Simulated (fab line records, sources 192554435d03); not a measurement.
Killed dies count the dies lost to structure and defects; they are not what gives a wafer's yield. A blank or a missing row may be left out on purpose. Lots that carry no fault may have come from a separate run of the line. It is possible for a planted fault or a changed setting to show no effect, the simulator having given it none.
Chamber matching + flow n5 finfet + N5_BEOL_M7_CMP_52 on cmp-01: 4 sister chambers
The step polishes, stops on SiCOH lowk, t overpolish 6.9 s, target thk 80 nm. 4 wafers are shown with their chamber, then 6 later ones without.

== WAFERS PAIRED WITH THEIR CHAMBERS ==
| wafer  | chamber | motor current A (A) |
|--------|---------|---------------------|
| L144.4 | 2       | 5.3                 |
| L144.6 | 3       | 5.5                 |
| L148.5 | 1       | 6.7                 |
| L148.6 | 0       | 5.5                 |

== WAFERS MISSING THEIR CHAMBER ==
| wafer  | motor current A (A) |
|--------|---------------------|
| L147.2 | 6.9                 |
| L147.4 | 5.5                 |
| L147.6 | 5.6                 |
| L149.1 | 6.6                 |
| L149.2 | 5.9                 |
| L149.3 | 5.6                 |

== EACH ONE'S CHAMBER ==
| wafer  | from the rows above          | in truth |
|--------|------------------------------|----------|
| L147.2 | 1                            | 1        |
| L147.4 | can't be placed: 0 or 3 or 2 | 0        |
| L147.6 | can't be placed: 0 or 3 or 2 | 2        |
| L149.1 | 1                            | 1        |
| L149.2 | can't be placed: 0 or 3 or 2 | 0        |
| L149.3 | can't be placed: 0 or 3 or 2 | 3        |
Correct placement for 2 of the 6. Cannot be placed on the basis of these rows: 4; the candidates contain the true chamber in 4. Placed wrongly: 0.
How it was worked out, from the rows above alone: a wafer's distance from a chamber is the root of the sum, over the readings, of the square of ((its reading less the chamber's mean) divided by the reading's scatter). If the next closest chamber is less than 2 further off than the closest, the wafer can't be placed; otherwise it belongs to the closest. The mean given for a chamber averages the wafers shown for that chamber. The scatter: with one shown wafer a chamber, the root of the mean of the squares of how far each hidden wafer lies from its nearest shown one.
